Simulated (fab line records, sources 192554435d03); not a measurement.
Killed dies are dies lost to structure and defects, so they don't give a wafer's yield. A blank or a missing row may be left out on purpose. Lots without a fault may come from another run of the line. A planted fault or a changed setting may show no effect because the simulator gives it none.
Which tool did it? | flow n5_finfet | 24 lots, 72 wafers sampled, at 4 steps of a route of 1938

WHAT THE GAUGES READ, wafer by wafer
N5_BEOL_M11_INSPECT_13: inspects for defects (brightfield). Usual: raw_defect_count 405, standard deviation 97.
lot  | measured     | on                | raw_defect_count | flag
L074 | day 10 09:18 | defect_inspect-02 | 290 243 334      |
L075 | day 10 15:51 | defect_inspect-02 | 432 378 360      |
L076 | day 11 03:07 | defect_inspect-01 | 640 488 423      |
L077 | day 11 03:16 | defect_inspect-02 | 456 333 392      |
L078 | day 11 03:47 | defect_inspect-02 | 494 343 296      |
L079 | day 12 00:32 | defect_inspect-01 | 302 395 357      |
L080 | day 12 08:19 | defect_inspect-01 | 356 509 604      |
L081 | day 12 13:29 | defect_inspect-01 | 310 587 431      |
L083 | day 12 17:16 | defect_inspect-01 | 574 504 506      |
L082 | day 13 12:17 | defect_inspect-01 | 434 332 341      |
L085 | day 13 22:01 | defect_inspect-01 | 401 657 355      |
L089 | day 14 05:07 | defect_inspect-01 | 497 435 288      |
L086 | day 14 05:28 | defect_inspect-02 | 364 312 283      |
L088 | day 14 05:18 | defect_inspect-02 | 335 349 321      |
L087 | day 14 05:29 | defect_inspect-02 | 561 316 317      |
L084 | day 14 05:40 | defect_inspect-01 | 554 454 521      |
L090 | day 14 05:42 | defect_inspect-02 | 245 273 399      |
L092 | day 15 11:52 | defect_inspect-01 | 536 399 336      |
L091 | day 15 12:05 | defect_inspect-01 | 437 379 479      |
L093 | day 15 18:43 | defect_inspect-01 | 346 437 405      |
L094 | day 16 12:31 | defect_inspect-02 | 300 357 304      |
L095 | day 16 12:45 | defect_inspect-01 | 600 586 508      |
L096 | day 16 18:53 | defect_inspect-01 | 325 383 239      |
L097 | day 16 20:26 | defect_inspect-02 | 521 360 252      |

WHICH TOOL RAN EACH LOT (tool, then ch and the chambers of the sampled wafers, then the start)
lot  | N5_BEOL_M10_DESCUM_33              | N5_BEOL_M10_VIA_ETCH_34            | N5_BEOL_M10_SURFACE_TREAT_76
L074 | rie_diel-01 ch 0,1, day 10 03:02   | rie_diel-01 ch 0,1, day 10 03:14   | pvd_sputter-03, day 10 04:51
L075 | rie_diel-01 ch 0,1,2, day 10 11:08 | rie_diel-01 ch 0,1,2, day 10 11:20 | pvd_sputter-01, day 10 12:41
L076 | rie_diel-05 ch 1,2, day 10 19:53   | rie_diel-05 ch 1,2, day 10 20:06   | pvd_sputter-02, day 10 23:02
L077 | rie_diel-03 ch 2,3, day 10 20:32   | rie_diel-03 ch 2,3, day 10 20:44   | pvd_sputter-01, day 10 23:35
L078 | rie_diel-05 ch 0,3, day 10 22:44   | rie_diel-05 ch 0,3, day 10 22:56   | pvd_sputter-03, day 11 00:28
L079 | rie_diel-01 ch 0,2,3, day 11 16:59 | rie_diel-01 ch 0,2,3, day 11 17:12 | pvd_sputter-01, day 11 18:52
L080 | rie_diel-03 ch 0,2, day 11 23:12   | rie_diel-03 ch 0,2, day 11 23:25   | pvd_sputter-02, day 12 00:53
L081 | rie_diel-03 ch 1,2,3, day 12 08:11 | rie_diel-03 ch 1,2,3, day 12 08:23 | pvd_sputter-01, day 12 09:52
L083 | rie_diel-03 ch 0,1,2, day 12 12:17 | rie_diel-03 ch 0,1,2, day 12 12:30 | pvd_sputter-03, day 12 14:15
L082 | rie_diel-03 ch 1,3, day 13 07:02   | rie_diel-03 ch 1,3, day 13 07:14   | pvd_sputter-02, day 13 09:30
L085 | rie_diel-03 ch 1,2,3, day 13 15:04 | rie_diel-03 ch 1,2,3, day 13 15:17 | pvd_sputter-02, day 13 18:21
L089 | rie_diel-01 ch 0,2, day 13 21:14   | rie_diel-01 ch 0,2, day 13 21:27   | pvd_sputter-02, day 13 22:52
L086 | rie_diel-05 ch 0,1,2, day 13 21:20 | rie_diel-05 ch 0,1,2, day 13 21:33 | pvd_sputter-02, day 13 23:34
L088 | rie_diel-03 ch 0,1,2, day 13 21:32 | rie_diel-03 ch 0,1,2, day 13 21:45 | pvd_sputter-02, day 13 23:09
L087 | rie_diel-05 ch 0,2,3, day 13 21:53 | rie_diel-05 ch 0,2,3, day 13 22:06 | pvd_sputter-02, day 13 23:36
L084 | rie_diel-05 ch 0,1,3, day 13 22:22 | rie_diel-05 ch 0,1,3, day 13 22:34 | pvd_sputter-02, day 14 01:37
L090 | rie_diel-01 ch 0,1,3, day 14 00:41 | rie_diel-01 ch 0,1,3, day 14 00:54 | pvd_sputter-03, day 14 02:08
L092 | rie_diel-03 ch 0,1,2, day 15 06:45 | rie_diel-03 ch 0,1,2, day 15 06:58 | pvd_sputter-03, day 15 08:26
L091 | rie_diel-01 ch 0,2,3, day 15 07:00 | rie_diel-01 ch 0,2,3, day 15 07:12 | pvd_sputter-03, day 15 08:42
L093 | rie_diel-03 ch 0,1,2, day 15 13:28 | rie_diel-03 ch 0,1,2, day 15 13:41 | pvd_sputter-03, day 15 15:54
L094 | rie_diel-05 ch 0,1,2, day 16 05:20 | rie_diel-05 ch 0,1,2, day 16 05:32 | pvd_sputter-01, day 16 07:14
L095 | rie_diel-05 ch 0,1,3, day 16 05:52 | rie_diel-05 ch 0,1,3, day 16 06:04 | pvd_sputter-01, day 16 07:58
L096 | rie_diel-03 ch 1,3, day 16 12:38   | rie_diel-03 ch 1,3, day 16 12:50   | pvd_sputter-02, day 16 14:38
L097 | rie_diel-01 ch 1,2,3, day 16 15:19 | rie_diel-01 ch 1,2,3, day 16 15:31 | pvd_sputter-02, day 16 17:55
- N5_BEOL_M10_DESCUM_33: chemistry O2, time 7.9 s.
- N5_BEOL_M10_VIA_ETCH_34: etches SiCOH lowk in C4F6/O2, target depth 184.5 nm, time 69.2 s.
- N5_BEOL_M10_SURFACE_TREAT_76

WHAT THE TOOLS THEMSELVES READ (means of the sampled wafers that have a number; where no wafer has one, the mark that the record gives instead)
N5_BEOL_M10_DESCUM_33. Usual: drypump_motor_current_A 5.6 A, standard deviation 0.41; oes_product_au 0.81 a.u., standard deviation 0.086; rf_vpp_V 243.6 V, standard deviation 1.5; showerhead_plenum_p_Torr 2.12 Torr, standard deviation 0.081; throttle_valve_pct 20.47 %, standard deviation 0.25.
lot  | tool        | drypump_motor_current_A (A) | oes_product_au (a.u.) | rf_vpp_V (V) | showerhead_plenum_p_Torr (Torr) | throttle_valve_pct (%) | flag
L074 | rie_diel-01 | 5.5                         | 0.83                  | 243.5        | 2.14                            | 20.60                  |
L075 | rie_diel-01 | 5.6                         | 0.84                  | 244.2        | 2.19                            | 20.68                  |
L076 | rie_diel-05 | 5.7                         | 0.69                  | 242.8        | 2.05                            | 20.71                  |
L077 | rie_diel-03 | 5.6                         | 0.81                  | 245.3        | 2.21                            | 20.36                  |
L078 | rie_diel-05 | 5.2                         | 0.85                  | 243.4        | 2.11                            | 20.14                  |
L079 | rie_diel-01 | 5.8                         | 0.85                  | 243.8        | 2.17                            | 20.51                  |
L080 | rie_diel-03 | 5.7                         | 0.75                  | 242.4        | 2.05                            | 20.67                  |
L081 | rie_diel-03 | 5.5                         | 0.83                  | 244.9        | 2.20                            | 20.27                  |
L083 | rie_diel-03 | 5.5                         | 0.81                  | 243.1        | 2.13                            | 20.43                  |
L082 | rie_diel-03 | 5.3                         | 0.80                  | 244.1        | 2.19                            | 20.37                  |
L085 | rie_diel-03 | 5.5                         | 0.81                  | 245.4        | 2.20                            | 20.31                  |
L089 | rie_diel-01 | 5.8                         | 0.86                  | 243.8        | 2.17                            | 20.58                  |
L086 | rie_diel-05 | 5.3                         | 0.86                  | 242.9        | 2.07                            | 20.48                  |
L088 | rie_diel-03 | 5.5                         | 0.79                  | 242.9        | 2.12                            | 20.46                  |
L087 | rie_diel-05 | 5.6                         | 0.90                  | 242.2        | 2.08                            | 20.24                  |
L084 | rie_diel-05 | 5.5                         | 0.81                  | 243.0        | 2.07                            | 20.36                  |
L090 | rie_diel-01 | 5.5                         | 0.83                  | 244.0        | 2.12                            | 20.43                  |
L092 | rie_diel-03 | 5.5                         | 0.78                  | 243.8        | 2.12                            | 20.48                  |
L091 | rie_diel-01 | 5.7                         | 0.80                  | 244.1        | 2.16                            | 20.55                  |
L093 | rie_diel-03 | 5.5                         | 0.78                  | 243.9        | 2.12                            | 20.48                  |
L094 | rie_diel-05 | 5.3                         | 0.83                  | 243.1        | 2.07                            | 20.49                  |
L095 | rie_diel-05 | 5.5                         | 0.79                  | 242.4        | 2.07                            | 20.37                  |
L096 | rie_diel-03 | 5.1                         | 0.80                  | 244.7        | 2.19                            | 20.32                  |
L097 | rie_diel-01 | 5.5                         | 0.80                  | 244.0        | 2.16                            | 20.54                  |

N5_BEOL_M10_VIA_ETCH_34. Usual: drypump_motor_current_A 5.6 A, standard deviation 0.41; oes_product_au 0.81 a.u., standard deviation 0.088; rf_vpp_V 669 V, standard deviation 20; showerhead_plenum_p_Torr 2.89 Torr, standard deviation 0.11; throttle_valve_pct 20.94 %, standard deviation 0.23.
lot  | tool        | drypump_motor_current_A (A) | oes_product_au (a.u.) | rf_vpp_V (V) | showerhead_plenum_p_Torr (Torr) | throttle_valve_pct (%) | flag
L074 | rie_diel-01 | 5.5                         | 0.83                  | 650          | 2.92                            | 21.12                  |
L075 | rie_diel-01 | 5.6                         | 0.84                  | 649          | 2.96                            | 21.11                  |
L076 | rie_diel-05 | 5.6                         | 0.70                  | 659          | 2.75                            | 20.94                  |
L077 | rie_diel-03 | 5.7                         | 0.81                  | 691          | 3.00                            | 20.85                  |
L078 | rie_diel-05 | 5.2                         | 0.85                  | 661          | 2.88                            | 20.69                  |
L079 | rie_diel-01 | 5.8                         | 0.84                  | 662          | 2.94                            | 20.92                  |
L080 | rie_diel-03 | 5.7                         | 0.76                  | 668          | 2.82                            | 21.24                  |
L081 | rie_diel-03 | 5.5                         | 0.83                  | 684          | 3.01                            | 20.86                  |
L083 | rie_diel-03 | 5.5                         | 0.81                  | 675          | 2.92                            | 21.05                  |
L082 | rie_diel-03 | 5.3                         | 0.80                  | 687          | 2.99                            | 20.93                  |
L085 | rie_diel-03 | 5.5                         | 0.81                  | 684          | 3.00                            | 20.89                  |
L089 | rie_diel-01 | 5.8                         | 0.85                  | 657          | 2.95                            | 21.06                  |
L086 | rie_diel-05 | 5.4                         | 0.87                  | 662          | 2.79                            | 20.78                  |
L088 | rie_diel-03 | 5.5                         | 0.79                  | 674          | 2.91                            | 21.06                  |
L087 | rie_diel-05 | 5.6                         | 0.89                  | 658          | 2.82                            | 20.69                  |
L084 | rie_diel-05 | 5.5                         | 0.81                  | 679          | 2.81                            | 20.78                  |
L090 | rie_diel-01 | 5.5                         | 0.84                  | 654          | 2.89                            | 20.91                  |
L092 | rie_diel-03 | 5.5                         | 0.77                  | 674          | 2.90                            | 21.09                  |
L091 | rie_diel-01 | 5.8                         | 0.80                  | 661          | 2.92                            | 20.96                  |
L093 | rie_diel-03 | 5.5                         | 0.77                  | 673          | 2.90                            | 21.09                  |
L094 | rie_diel-05 | 5.3                         | 0.83                  | 663          | 2.78                            | 20.83                  |
L095 | rie_diel-05 | 5.5                         | 0.79                  | 679          | 2.80                            | 20.80                  |
L096 | rie_diel-03 | 5.1                         | 0.79                  | 682          | 2.99                            | 20.95                  |
L097 | rie_diel-01 | 5.5                         | 0.81                  | 655          | 2.91                            | 20.94                  |

THE ANSWER, worked out from the rows above alone
Rule: a lot is off if the mean of its wafers that have a number lies more than 3 standard deviations from the usual mean. A lot without any number at a reading at which 4 lots or more have one is off too. The other lots that the step has rows for count as sound. The gauges are gone through in route order, then the tools' own readings, and for those a lot's mean is taken as printed above. The first step at which some lot is off is used, and at that step the reading that is off furthest; a lot without a number counts as furthest.
No lot is off at any reading shown: from this, nothing can be told.

WHAT THE SIMULATOR HAD PUT IN
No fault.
